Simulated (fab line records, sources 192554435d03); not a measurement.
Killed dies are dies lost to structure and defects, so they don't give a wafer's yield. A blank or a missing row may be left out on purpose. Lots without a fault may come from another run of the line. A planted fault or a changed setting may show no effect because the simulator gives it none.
Which tool did it? | flow n5_finfet | 12 lots, 36 wafers sampled, at 4 steps of a route of 1938

WHAT THE GAUGES READ, wafer by wafer
N5_BEOL_M15_INSPECT_55: inspects for defects (darkfield).
lot  | measured     | on                | raw_defect_count
L075 | day 11 14:27 | defect_inspect-01 | 37 52 38
L077 | day 12 03:47 | defect_inspect-02 | 130 140 108
L079 | day 12 19:11 | defect_inspect-02 | 47 66 80
L080 | day 13 00:49 | defect_inspect-02 | 103 83 66
L082 | day 13 05:19 | defect_inspect-02 | 75 82 43
L086 | day 14 11:11 | defect_inspect-01 | 93 109 94
L085 | day 14 17:52 | defect_inspect-02 | 61 75 94
L089 | day 15 02:23 | defect_inspect-01 | 79 60 62
L091 | day 15 21:18 | defect_inspect-02 | 64 71 68
L093 | day 16 15:02 | defect_inspect-01 | 64 80 57
L096 | day 17 01:32 | defect_inspect-01 | 53 48 57
L095 | day 17 07:40 | defect_inspect-01 | 74 75 65

WHICH TOOL RAN EACH LOT (tool, then ch and the chambers of the sampled wafers, then the start)
lot  | N5_BEOL_M14_PRE_CLEAN_42     | N5_BEOL_M15_ETCH_59                | N5_BEOL_M15_SPUTTER_43
L075 | pvd_sputter-01, day 11 05:31 | rie_diel-03 ch 0,2,3, day 11 07:53 | pvd_sputter-02, day 11 12:47
L077 | pvd_sputter-01, day 11 19:39 | rie_diel-03 ch 1,2,3, day 11 21:44 | pvd_sputter-02, day 12 02:23
L079 | pvd_sputter-03, day 12 11:53 | rie_diel-02 ch 1,3, day 12 14:03   | pvd_sputter-01, day 12 17:52
L080 | pvd_sputter-01, day 12 18:53 | rie_diel-02 ch 1,2,3, day 12 21:01 | pvd_sputter-01, day 12 23:33
L082 | pvd_sputter-01, day 12 19:55 | rie_diel-01 ch 0,1,3, day 12 22:22 | pvd_sputter-01, day 13 03:56
L086 | pvd_sputter-02, day 14 02:15 | rie_diel-02 ch 1,2,3, day 14 04:27 | pvd_sputter-01, day 14 09:55
L085 | pvd_sputter-03, day 14 10:22 | rie_diel-02 ch 0,1,3, day 14 12:28 | pvd_sputter-03, day 14 16:25
L089 | pvd_sputter-03, day 14 18:57 | rie_diel-03 ch 1,3, day 14 21:19   | pvd_sputter-03, day 15 00:31
L091 | pvd_sputter-03, day 15 08:33 | rie_diel-02 ch 1,3, day 15 13:40   | pvd_sputter-02, day 15 18:35
L093 | pvd_sputter-01, day 16 07:43 | rie_diel-01 ch 0,1,2, day 16 10:22 | pvd_sputter-03, day 16 13:46
L096 | pvd_sputter-03, day 16 18:58 | rie_diel-01 ch 0,1, day 16 21:10   | pvd_sputter-02, day 17 00:16
L095 | pvd_sputter-02, day 16 23:31 | rie_diel-01 ch 1,2, day 17 01:29   | pvd_sputter-03, day 17 03:55
- N5_BEOL_M14_PRE_CLEAN_42: time 30 s.
- N5_BEOL_M15_ETCH_59: etches BARC in N2/H2, target depth 89 nm, overetch 26.7 nm, time 67.9 s.
- N5_BEOL_M15_SPUTTER_43: material TaN, target thk 15 nm, time 24.19 s.

THE ANSWER, worked out from the rows above alone
Rule: what is usual is taken from the lots themselves. Put in order of their means at a reading, lots are off if they are a third of the lots or fewer, leave a main group of 4 or more, and stand apart from it by a gap of 3 or more times the standard deviation of the main group's means; of several such gaps the widest counts. A main group whose means are all the same, to the digits that the tables above print for the reading, isn't used. A lot without any number at a reading at which 4 lots or more have one is off too. The other lots that the step has rows for count as sound.
No lot is off at any reading shown: from this, nothing can be told.

WHAT THE SIMULATOR HAD PUT IN
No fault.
